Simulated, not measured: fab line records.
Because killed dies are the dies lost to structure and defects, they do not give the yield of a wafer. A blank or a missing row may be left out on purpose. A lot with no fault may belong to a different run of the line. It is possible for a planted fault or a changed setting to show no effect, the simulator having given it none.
A lot that was struck, set against a sound lot | flow nand harc | 13 steps out of a route of 1159
Sound: wafers L853.2, L853.3, L853.5. Struck: wafer L849.1 (left out: L849.2, a lot-mate that was not struck); the cause follows at the end.
Each step with rows lists, per side, the tool, then ch with its chambers, then its first start. Under that, the readings that differ: sound wafers | struck wafers | difference of the means | sigmas: that difference in standard deviations of wafers without a fault.
alike: readings with means less than 2 such deviations apart, plus words and numbers identical on both sides. not compared: withheld readings, readings lacking a value on some wafer, bounds such as >300 that could conceal the same value, and numbers that have no deviation in the record and whose values overlap.
A row with sigmas, a row that says differs or no value, or rows on one side alone: a step with any of these is where the two part. Numbers that don't overlap but have no deviation are shown without sigmas and don't part them. A reading that every wafer of one side lacks parts them only if that side has two wafers or more.

first, 1 step without rows for these wafers: NHARC_A_STAIRCASE_TRIM_191 (chemistry O2, time 211.2 s).
NHARC_A_STAIRCASE_ETCH_192: etches the open film in C4F8/O2, target depth 100 nm, time 40.5 s.
  sound: rie diel-05 ch 1,2,3; struck: rie diel-05 ch 1
  alike: oes product au, rf vpp V, run length s
  not compared: rf hours counter h
NHARC_A_STAIRCASE_TRIM_193: chemistry O2, time 211.2 s.
  sound: rie diel-05 ch 0,2; struck: rie diel-05 ch 2
  alike: drypump motor current A, oes product au, rf vpp V, showerhead plenum p Torr, throttle valve pct
  not compared: rf hours counter h
then, 1 step without rows for these wafers: NHARC_A_STAIRCASE_ETCH_194 (etches the open film in C4F8/O2, target depth 100 nm, time 40.5 s).
NHARC_A_STAIRCASE_TRIM_196: chemistry O2, time 211.2 s.
  sound on rie diel-01 ch 0,3, day 14 22:47; struck on rie diel-05 ch 2, day 14 17:10
  alike: drypump motor current A, oes product au, rf vpp V, showerhead plenum p Torr, throttle valve pct
  not compared: rf hours counter h
then, 2 steps without rows for these wafers: NHARC_A_STAIRCASE_ETCH_197 (etches the open film in C4F8/O2, target depth 100 nm, time 40.5 s); NHARC_A_STAIRCASE_TRIM_198 (chemistry O2, time 211.2 s).
NHARC_A_STAIRCASE_ETCH_199: etches the open film in C4F8/O2, target depth 100 nm, time 40.5 s.
  sound: rie diel-01 ch 0,1,3; struck: rie diel-05 ch 0
  reading      | sound       | struck | difference | sigmas
  rf vpp V (V) | 891 902 904 | 885    | -14        | -2
  alike: oes product au, run length s
  not compared: rf hours counter h
then, 2 steps without rows for these wafers: NHARC_A_STAIRCASE_TRIM_200 (chemistry O2, time 211.2 s); NHARC_A_STAIRCASE_ETCH_201 (etches the open film in C4F8/O2, target depth 100 nm, time 40.5 s).
NHARC_A_STAIRCASE_TRIM_202: chemistry O2, time 211.2 s.
  sound: rie diel-01 ch 0,1; struck: rie diel-05 ch 3
  reading                     | sound       | struck | difference | sigmas
  drypump motor current A (A) | 5.6 6.0 6.0 | 5.0    | -0.9       | -2
  alike: oes product au, rf vpp V, showerhead plenum p Torr, throttle valve pct
  not compared: rf hours counter h
NHARC_A_STAIRCASE_ETCH_203: etches the open film in C4F8/O2, target depth 100 nm, time 40.5 s.
  sound on rie diel-01 ch 0,3, day 14 23:47; struck on rie diel-05 ch 1, day 14 18:08
  reading          | sound          | struck | difference | sigmas
  run length s (s) | 62.2 61.6 62.0 | 57.8   | -4.1       | -11
  alike: oes product au, rf vpp V
  not compared: rf hours counter h
next, for these wafers, 1 step has no rows: NHARC_END_SORT_01.

== WHERE THEY PART ==
Last at NHARC_A_STAIRCASE_ETCH_203 as far as this record goes, first at NHARC_A_STAIRCASE_ETCH_199.

WHY: the cause the simulator had injected
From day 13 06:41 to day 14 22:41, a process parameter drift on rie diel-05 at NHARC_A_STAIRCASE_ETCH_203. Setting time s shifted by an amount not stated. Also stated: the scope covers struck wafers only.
